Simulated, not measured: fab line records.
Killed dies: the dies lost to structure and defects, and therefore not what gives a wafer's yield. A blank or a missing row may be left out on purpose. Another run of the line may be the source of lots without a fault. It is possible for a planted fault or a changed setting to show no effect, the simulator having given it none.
fab line records | flow nandHarc
record lots=6 | wafers=18 | lastDay=33
route steps=1302 shown A_CONTACT@1022 END@1302
lots that met no fault: from a run of the same line without faults
startH: the number of hours between the record's first day and the start of the first shown wafer of the lot | waitH: time in hours since the lot's previous step | " repeats the value in the row above | L1.1+2: one row covering several wafers at once | - no value, or no start given | * or withheld: withheld | < > ~ a bound
route shown NAME@n: NAME is a module with steps in the file, n the number in the route of the first one | usual: mean and standard deviation over wafers with no fault | same: alike in all rows | chamber/n: place in a boat | sites: the reading at each site | _std_site: how widely they spread, as a standard deviation | _edge_site: mean of outer sites minus mean of inner sites | radiusMm: for every site, how far away it sits from the centre of the wafer | mask NAME#n: copy n | behind: the most recent tool/chamber to have shaped the wafer | hold: cause of the lot's hold/its duration in hours/its outcome | device: the transistor (n, p or np) that didn't switch | end of line: at the end of the route, the tests of the same wafers | a step with no rows: only its recipe | killed: count of dies lost to structure and defects at first sort (not the wafer's yield) | map: the dies of a wafer, with x for killed, . for not killed, _ for no die there
set.NAME: the setting that was run; set.NAME@STEP: the one run at that earlier step | model.NAME: the simulator's own value behind a step, which no gauge read
lots seen at some steps along the route; tables by step, rows by wafer
services: when a tool's chamber went out of use (startH, in hours from the record's first day, below 0 if earlier), for how many hours, and the reason
## steps
# step NHARC_A_CONTACT_STRIP_100
# recipe cf4FlowSccm=100 | chf3FlowSccm=30 | arFlowSccm=0 | biasW=0 | chemistry=CF4/CHF3
# step NHARC_A_CONTACT_STRIP_101
# recipe o2FlowSccm=400 | cosFlowSccm=20 | arFlowSccm=0 | biasW=0 | chemistry=O2/COS
# step NHARC_A_CONTACT_ETCH_102
# recipe targetDepthA=1000 | overetchA=100 | timeS=55 | ionEnergyEv=100 | cf4FlowSccm=80 | o2FlowSccm=20 | arFlowSccm=0 | rfW=300 | biasW=100 | chemistry=CF4/O2
# usual drypumpMotorCurrentA=5.7/0.53 | oes_ar_750_au=1.000/0.0049 | oes_f_703_au=1.000/0.005 | oesProductAu=1.002/0.0091 | rfVppV=198.1/1.3 | showerheadPlenumPTorr=1.35/0.052 | throttleValvePct=13.397/0.009
lot.wafer | tool       | chamber | startH | waitH | drypumpMotorCurrentA | oes_ar_750_au | oes_f_703_au | oesProductAu | rfHoursCounterH | rfVppV | showerheadPlenumPTorr | throttleValvePct
L160.1    | rieDiel-07 | 3       | 521.56 | 0.1   | 6.1                  | 1.001         | 0.993        | 1.004        | 15              | 198.6  | 1.37                  | 13.417
L160.4    | "          | 0       | "      | "     | 6.0                  | 0.997         | 1.010        | 0.995        | 12              | 198.4  | 1.38                  | 13.382
L160.6    | "          | 1       | "      | "     | 5.8                  | 0.995         | 1.002        | 0.996        | -               | 200.6  | 1.43                  | 13.383
L167.2    | rieDiel-06 | 0       | 611.78 | 0.1   | 6.4                  | 0.999         | 1.008        | 1.016        | 17              | 199.9  | 1.39                  | 13.391
L167.3    | "          | 1       | "      | "     | 5.1                  | 1.014         | 0.997        | 1.003        | 18              | 195.9  | 1.30                  | 13.389
L167.1    | "          | 3       | "      | "     | 5.3                  | 0.998         | 0.997        | 1.008        | 17              | 198.0  | 1.34                  | 13.403
L169.2    | rieDiel-06 | 0       | 621.91 | 0.0   | 6.4                  | 1.006         | 0.998        | 0.998        | 18              | 198.0  | 1.39                  | 13.401
L169.4    | "          | 3       | "      | "     | 5.4                  | 1.004         | 1.006        | 1.015        | 18              | 198.5  | 1.34                  | 13.406
L169.5    | "          | 0       | "      | "     | 6.4                  | 1.004         | 0.998        | 1.001        | -               | 199.4  | 1.39                  | 13.400
L174.1    | rieDiel-05 | 3       | 663.42 | 0.1   | 5.3                  | 0.999         | 1.000        | 1.014        | 23              | 197.0  | 1.34                  | 13.397
L174.3    | "          | 0       | "      | "     | 4.7                  | 0.995         | 0.999        | 1.003        | 25              | 197.9  | 1.35                  | 13.395
L174.6    | "          | 0       | "      | "     | 4.7                  | 0.999         | 1.013        | 1.010        | -               | 198.5  | 1.35                  | 13.397
L176.2    | rieDiel-05 | 0       | 697.78 | 0.1   | 4.7                  | 1.001         | 1.001        | 0.990        | 34              | 198.7  | 1.35                  | 13.405
L176.3    | "          | 2       | "      | "     | 6.2                  | 1.000         | 1.002        | 0.998        | 30              | 199.2  | 1.41                  | 13.396
L176.6    | "          | 3       | "      | "     | 5.3                  | 1.004         | 1.010        | 1.009        | -               | 197.8  | 1.33                  | 13.389
L178.1    | rieDiel-05 | 1       | 704.51 | 2.9   | 5.5                  | 0.997         | 0.995        | 1.014        | 36              | 197.1  | 1.25                  | 13.406
L178.4    | "          | 2       | "      | "     | 6.2                  | 1.000         | 0.992        | 1.011        | 35              | 199.7  | 1.41                  | 13.391
L178.5    | "          | 0       | "      | "     | 4.7                  | 0.998         | 1.005        | 0.988        | -               | 198.7  | 1.35                  | 13.405
# step NHARC_A_CONTACT_STRIP_55
# recipe o2FlowSccm=500 | arFlowSccm=0 | biasW=0 | chemistry=O2
# usual drypumpMotorCurrentA=5.7/0.54 | oesProductAu=1.003/0.0094 | rfVppV=57.9/0.86 | showerheadPlenumPTorr=3.56/0.13 | throttleValvePct=17.036/0.0091
lot.wafer | tool       | chamber | startH | waitH | drypumpMotorCurrentA | oesProductAu | rfHoursCounterH | rfVppV | showerheadPlenumPTorr | throttleValvePct
L160.1    | rieDiel-07 | 2       | -      | -     | 5.7                  | 0.986        | 15              | 57.4   | 3.29                  | 17.036
L160.4    | "          | 0       | "      | "     | 6.0                  | 0.997        | 12              | 57.4   | 3.64                  | 17.025
L160.6    | "          | 2       | "      | "     | 5.7                  | 0.986        | -               | 58.5   | 3.29                  | 17.049
L167.3    | rieDiel-06 | 3       | -      | -     | 5.4                  | 1.011        | 17              | 57.5   | 3.53                  | 17.029
L167.1    | "          | 0       | "      | "     | 6.4                  | 1.011        | 17              | 56.9   | 3.67                  | 17.034
L167.2    | "          | 1       | "      | "     | 5.1                  | 1.003        | 18              | 58.9   | 3.45                  | 17.028
L169.2    | rieDiel-06 | 1       | -      | -     | 5.1                  | 0.995        | 19              | 58.3   | 3.45                  | 17.046
L169.4    | "          | 3       | "      | "     | 5.3                  | 1.026        | 18              | 56.7   | 3.53                  | 17.049
L169.5    | "          | 1       | "      | "     | 5.1                  | 1.007        | -               | 57.4   | 3.45                  | 17.041
L174.3    | rieDiel-05 | 0       | -      | -     | 4.7                  | 0.994        | 25              | 57.8   | 3.56                  | 17.029
L174.1    | "          | 2       | "      | "     | 6.2                  | 1.004        | 21              | 58.6   | 3.73                  | 17.049
L174.6    | "          | 0       | "      | "     | 4.7                  | 1.007        | -               | 57.9   | 3.56                  | 17.047
L176.2    | rieDiel-05 | 3       | -      | -     | 5.3                  | 1.026        | 31              | 57.5   | 3.53                  | 17.033
L176.3    | "          | 1       | "      | "     | 5.5                  | 1.013        | 34              | 57.4   | 3.32                  | 17.046
L176.6    | "          | 2       | "      | "     | 6.2                  | 1.014        | -               | 58.1   | 3.72                  | 17.044
L178.1    | rieDiel-05 | 1       | -      | -     | 5.5                  | 1.025        | 36              | 57.6   | 3.32                  | 17.033
L178.4    | "          | 2       | "      | "     | 6.2                  | 1.009        | 35              | 57.1   | 3.72                  | 17.048
L178.5    | "          | 3       | "      | "     | 5.3                  | 1.026        | -               | 57.8   | 3.52                  | 17.029
# step NHARC_A_CONTACT_STRIP_56
# recipe timeS=600 | tempC=30 | chemistry=postEtchResidueRemover
# step NHARC_A_CONTACT_DEP_57
# recipe targetThkA=53000 | tempC=400 | material=aC
# usual susceptorTempC=400.03/0.24 | throttleValvePct=35.000/0.0084
lot.wafer | tool      | chamber | startH | waitH | susceptorTempC | throttleValvePct
L160.1    | aclDep-01 | 0       | 527.28 | -     | 399.93         | 34.989
L160.4    | "         | 0       | 528.90 | -     | 400.07         | 35.001
L160.6    | "         | 0       | 529.98 | -     | 400.43         | 34.995
L167.1    | aclDep-02 | 0       | 620.83 | -     | 400.28         | 34.989
L167.2    | "         | 0       | "      | "     | 399.90         | 35.005
L167.3    | "         | 0       | "      | "     | 400.07         | 34.998
L169.2    | aclDep-03 | 0       | 625.01 | -     | -              | 35.002
L169.4    | "         | 0       | 626.08 | -     | -              | 35.003
L169.5    | "         | 0       | "      | "     | -              | 34.988
L174.1    | aclDep-01 | 0       | 667.06 | -     | 399.81         | 34.987
L174.3    | "         | 0       | 668.15 | -     | 399.87         | 34.997
L174.6    | "         | 0       | 669.77 | -     | 400.04         | 34.993
L176.2    | aclDep-02 | 0       | 702.55 | -     | 400.31         | 34.998
L176.3    | "         | 0       | "      | "     | 400.01         | 35.005
L176.6    | "         | 0       | 704.72 | -     | 400.25         | 34.980
L178.1    | aclDep-01 | 0       | 707.04 | -     | -              | 35.000
L178.4    | "         | 0       | 708.63 | -     | -              | 34.988
L178.5    | "         | 0       | "      | "     | -              | 35.003
# step NHARC_A_CONTACT_DEP_58
# recipe targetThkA=900 | targetThkNm=90 | tempC=400 | pressureTorr=3.5 | flowSccm=200 | rfW=350 | material=SiON
# usual heaterPowerW=755/85 | susceptorTempC=400.02/0.23
lot.wafer | tool     | chamber | startH | waitH | heaterPowerW | susceptorTempC
L160.1    | pecvd-01 | 1       | 530.59 | 2.8   | 724          | 399.59
L160.4    | "        | 2       | "      | "     | 899          | 399.87
L160.6    | "        | 1       | "      | "     | 750          | 400.11
L167.2    | pecvd-01 | 2       | 624.07 | 2.2   | 932          | 400.31
L167.3    | "        | 0       | "      | "     | 825          | 399.84
L167.1    | "        | 1       | "      | "     | 685          | 400.13
L169.2    | pecvd-04 | 2       | 627.73 | 2.2   | 833          | 399.74
L169.4    | "        | 1       | "      | "     | 776          | 400.08
L169.5    | "        | 0       | "      | "     | 751          | 399.79
L174.1    | pecvd-04 | 1       | 670.37 | 2.8   | 659          | 399.99
L174.3    | "        | 2       | "      | "     | 799          | 400.11
L174.6    | "        | 2       | "      | "     | 806          | 400.48
L176.3    | pecvd-01 | 0       | 705.31 | 1.7   | 926          | 399.91
L176.2    | "        | 1       | "      | "     | 781          | 400.39
L176.6    | "        | 2       | "      | "     | 896          | 400.12
L178.1    | pecvd-04 | 2       | 710.26 | 2.7   | 790          | 399.87
L178.5    | "        | 1       | "      | "     | 776          | 400.36
L178.4    | "        | 0       | "      | "     | 708          | 399.73
# step NHARC_A_CONTACT_DEHYDRATE_59
# recipe tempC=150 | timeS=120
# step NHARC_A_CONTACT_HMDS_60
# recipe timeS=30
# step NHARC_A_CONTACT_COAT_61
# recipe tempC=260 | timeS=75
# step NHARC_A_CONTACT_COAT_62
# recipe tempC=225 | timeS=65
# step NHARC_A_CONTACT_COAT_63
# recipe spinRpm=1500 | resistThkNm=90
# step NHARC_A_CONTACT_SOFTBAKE_64
# recipe tempC=105 | timeS=55
# usual exhaustPa=45.2/0.89 | heaterPowerTotalW=188.44/0.14
lot.wafer | tool          | chamber | startH | waitH | exhaustPa | heaterPowerTotalW
L160.1    | lithoTrack-01 | 0       | 530    | -     | 45.0      | 188.28
L160.4    | "             | 0       | "      | "     | 45.0      | 188.73
L160.6    | "             | 0       | "      | "     | 45.1      | 188.30
L167.1    | lithoTrack-06 | 0       | 624    | -     | 45.8      | 188.56
L167.2    | "             | 0       | "      | "     | 43.7      | 188.23
L167.3    | "             | 0       | "      | "     | 45.0      | 188.35
L169.2    | lithoTrack-04 | 0       | 627    | -     | 44.0      | 188.46
L169.4    | "             | 0       | "      | "     | 44.9      | 188.27
L169.5    | "             | 0       | "      | "     | 44.1      | 188.50
L174.1    | lithoTrack-04 | 0       | 670    | -     | 45.2      | 219.64
L174.3    | "             | 0       | "      | "     | 44.7      | 219.81
L174.6    | "             | 0       | "      | "     | 44.9      | 219.29
L176.2    | lithoTrack-04 | 0       | 705    | -     | 43.4      | 219.77
L176.3    | "             | 0       | "      | "     | 45.6      | 219.45
L176.6    | "             | 0       | "      | "     | 45.4      | 219.51
L178.1    | lithoTrack-01 | 0       | 710    | -     | 46.4      | 188.72
L178.4    | "             | 0       | "      | "     | 45.1      | 188.42
L178.5    | "             | 0       | "      | "     | 46.1      | 188.42
# step NHARC_A_CONTACT_EBR_65
# step NHARC_END_SORT_01
# recipe tempC=25
# usual killedAtArray=62/20 | killedAtOther=0.8/1.1 | killedAtPeriphery=3.5/2.4 | killedDies=66/21 | killedOpen=3.5/1.9 | killedShort=2.5/1.7
# same grossDies=677
lot.wafer | tool      | chamber | startH | waitH | killedAtArray | killedAtOther | killedAtPeriphery | killedDies | killedOpen | killedShort
L160.1    | prober-02 | 0       | 588.75 | 2.5   | 81            | 0             | 2                 | 83         | 4          | 2
L160.4    | prober-02 | 0       | 591.13 | 3.4   | 75            | 0             | 3                 | 78         | 4          | 2
L160.6    | prober-02 | 0       | 592.72 | 4.0   | 82            | 0             | 1                 | 83         | 6          | 3
L167.1    | prober-01 | 0       | 685.76 | 2.5   | 60            | 1             | 0                 | 61         | 2          | 4
L167.2    | prober-01 | 0       | 686.56 | 2.8   | 54            | 2             | 5                 | 61         | 3          | 1
L167.3    | prober-01 | 0       | 687.36 | 3.1   | 59            | 3             | 3                 | 65         | 5          | 1
L174.1    | prober-02 | 0       | 730.46 | 2.5   | 68            | 3             | 1                 | 72         | 2          | 1
L174.3    | prober-02 | 0       | 732.03 | 3.1   | 67            | 4             | 4                 | 75         | 0          | 1
L174.6    | prober-02 | 0       | 734.39 | 3.9   | 66            | 1             | 4                 | 71         | 6          | 2
L178.1    | prober-01 | 0       | 771.89 | 2.5   | 56            | 0             | 2                 | 58         | 3          | 0
L178.4    | prober-01 | 0       | 774.29 | 3.4   | 65            | 3             | 2                 | 70         | 10         | 1
L178.5    | prober-01 | 0       | 775.09 | 3.7   | 59            | 0             | 3                 | 62         | 1          | 0
# killed by level:class
L160.1 A_CHANNEL_HOLE_D1:chamberFilmFlake=30 A_SLIT:chamberFilmFlake=26 A_CHANNEL_HOLE_D2:chamberFilmFlake=10 A_STAIRCASE:chamberFilmFlake=5 A_CONTACT:chamberFilmFlake=4 A_CHANNEL_FILL_D2:geometricParticle:open=2 P_STI:geometricParticle:short=1 A_ONON_D1:geometricParticle:open=1
L160.4 A_CHANNEL_HOLE_D1:chamberFilmFlake=34 A_SLIT:chamberFilmFlake=27 A_CHANNEL_HOLE_D2:chamberFilmFlake=3 A_STAIRCASE:chamberFilmFlake=3 A_CONTACT:chamberFilmFlake=3 P_GATE:geometricParticle:open=1 P_CONTACT:geometricParticle:open=1 A_CHANNEL_FILL_D1:geometricParticle:short=1
L160.6 A_CHANNEL_HOLE_D1:chamberFilmFlake=30 A_SLIT:chamberFilmFlake=23 A_CHANNEL_HOLE_D2:chamberFilmFlake=12 A_CONTACT:chamberFilmFlake=3 A_BLC:chamberFilmFlake=3 A_ONON_D1:geometricParticle:short=2 A_M1:geometricParticle:open=2 A_STAIRCASE:chamberFilmFlake=2
L167.1 A_SLIT:chamberFilmFlake=34 A_STAIRCASE:chamberFilmFlake=8 A_CHANNEL_HOLE_D1:chamberFilmFlake=5 A_CONTACT:chamberFilmFlake=3 A_WL_FILL:chamberFilmFlake=2 A_CHANNEL_HOLE_D1:geometricParticle:short=1 A_CHANNEL_FILL_D1:geometricParticle:short=1 A_CHANNEL_FILL_D1:geometricParticle:open=1
L167.2 A_SLIT:chamberFilmFlake=32 A_STAIRCASE:chamberFilmFlake=9 A_CONTACT:chamberFilmFlake=4 A_CHANNEL_HOLE_D1:chamberFilmFlake=3 P_GATE:chamberFilmFlake=2 THIN_TSV:chamberFilmFlake=2 P_M0:geometricParticle:open=1 A_DECK1_JOINT:geometricParticle:open=1
L167.3 A_SLIT:chamberFilmFlake=38 A_STAIRCASE:chamberFilmFlake=9 A_CHANNEL_HOLE_D1:chamberFilmFlake=6 THIN_TSV:chamberFilmFlake=3 A_DECK1_JOINT:geometricParticle:open=2 A_CONTACT:chamberFilmFlake=2 P_GATE:geometricParticle:open=1 P_M0:geometricParticle:open=1
L174.1 A_SLIT:chamberFilmFlake=31 A_CHANNEL_HOLE_D2:chamberFilmFlake=19 A_CHANNEL_HOLE_D1:chamberFilmFlake=7 A_CONTACT:chamberFilmFlake=7 THIN_TSV:chamberFilmFlake=3 P_M0:geometricParticle:open=1 A_ONON_D1:geometricParticle:open=1 A_WL_FILL:geometricParticle:short=1
L174.3 A_SLIT:chamberFilmFlake=31 A_CHANNEL_HOLE_D2:chamberFilmFlake=14 A_CHANNEL_HOLE_D1:chamberFilmFlake=9 A_CONTACT:chamberFilmFlake=5 THIN_TSV:chamberFilmFlake=4 A_STAIRCASE:chamberFilmFlake=3 P_STI:chamberFilmFlake=2 A_M0:chamberFilmFlake=2
L174.6 A_SLIT:chamberFilmFlake=23 A_CHANNEL_HOLE_D2:chamberFilmFlake=16 A_CHANNEL_HOLE_D1:chamberFilmFlake=12 A_CONTACT:chamberFilmFlake=6 P_CONTACT:geometricParticle:open=2 A_STAIRCASE:chamberFilmFlake=2 P_M1:geometricParticle:open=1 A_CHANNEL_FILL_D1:geometricParticle:short=1
L178.1 A_CHANNEL_HOLE_D2:chamberFilmFlake=28 A_CHANNEL_HOLE_D1:chamberFilmFlake=9 A_SLIT:chamberFilmFlake=5 A_STAIRCASE:chamberFilmFlake=3 A_BONDPAD:chamberFilmFlake=3 A_DECK1_JOINT:chamberFilmFlake=2 A_CONTACT:chamberFilmFlake=2 A_CHANNEL_FILL_D1:geometricParticle:open=1
L178.4 A_CHANNEL_HOLE_D2:chamberFilmFlake=24 A_CHANNEL_HOLE_D1:chamberFilmFlake=14 A_SLIT:chamberFilmFlake=8 A_BONDPAD:chamberFilmFlake=4 A_STAIRCASE:chamberFilmFlake=3 A_CHANNEL_FILL_D2:geometricParticle:open=2 THIN_TSV:chamberFilmFlake=2 P_CONTACT:geometricParticle:open=1
L178.5 A_CHANNEL_HOLE_D2:chamberFilmFlake=28 A_CHANNEL_HOLE_D1:chamberFilmFlake=17 A_SLIT:chamberFilmFlake=5 A_CONTACT:chamberFilmFlake=4 P_M2:chamberFilmFlake=2 A_BONDPAD:chamberFilmFlake=2 A_CHANNEL_FILL_D1:geometricParticle:open=1 P_GATE:chamberFilmFlake=1
## services
tool          | chamber | startH | hours | kind
rieDiel-07    | 0       | 497.96 | 6.9   | repair
lithoTrack-01 | -       | 505.00 | 7.0   | pm
lithoTrack-06 | -       | 529.00 | 7.0   | pm
rieDiel-05    | 1       | 535.89 | 5.3   | repair
pecvd-04      | -       | 540.64 | 0.4   | repair
aclDep-01     | -       | 549.85 | 13.0  | pm
lithoTrack-04 | -       | 553.00 | 7.0   | pm
rieDiel-05    | 0       | 553.50 | 2.5   | repair
rieDiel-07    | 2       | 560.00 | 1.7   | repair
rieDiel-05    | -       | 583.75 | 9.0   | pm
aclDep-02     | -       | 607.83 | 13.0  | pm
rieDiel-05    | 3       | 611.77 | 3.0   | repair
rieDiel-07    | 2       | 611.94 | 6.7   | repair
rieDiel-07    | 1       | 616.51 | 2.3   | repair
rieDiel-06    | 2       | 630.23 | 8.0   | repair
pecvd-04      | -       | 631.57 | 13.0  | pm
rieDiel-07    | -       | 648.32 | 9.0   | pm
rieDiel-06    | -       | 661.35 | 9.0   | pm
aclDep-03     | -       | 664.44 | 13.0  | pm
pecvd-01      | -       | 673.03 | 13.0  | pm
lithoTrack-01 | -       | 680.00 | 7.0   | pm
rieDiel-07    | 1       | 685.52 | 6.9   | repair
aclDep-03     | -       | 697.70 | 9.4   | repair
pecvd-04      | -       | 705.35 | 0.7   | repair
## key
firstSign step=NHARC_A_CONTACT_SOFTBAKE_64 | reading=heaterPowerTotalW | direction=up | sigmas=99+ | usual=* | struck=*
effect none on later readings
metAt NHARC_A_CONTACT_SOFTBAKE_64
struckWafers L174.1,L174.3,L174.6,L176.2,L176.3,L176.6
testerLeftOut L174,L176
onsetBetween 627 670
fault kind=processParameterDrift | tool=lithoTrack-04 | chamber=- | onsetH=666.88 | steps=NHARC_A_CONTACT_SOFTBAKE_64 | channel=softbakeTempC | offset=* | shape=step | endH=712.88 | actsIn=* | stated=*
# testerLeftOut: of these lots the tester's yield and bins aren't shown, on N5 and GAA mostly nor the transistor test; their killed dies are dies lost to structure and defects alone, not to doping, threshold or leakage, so they don't give the yield
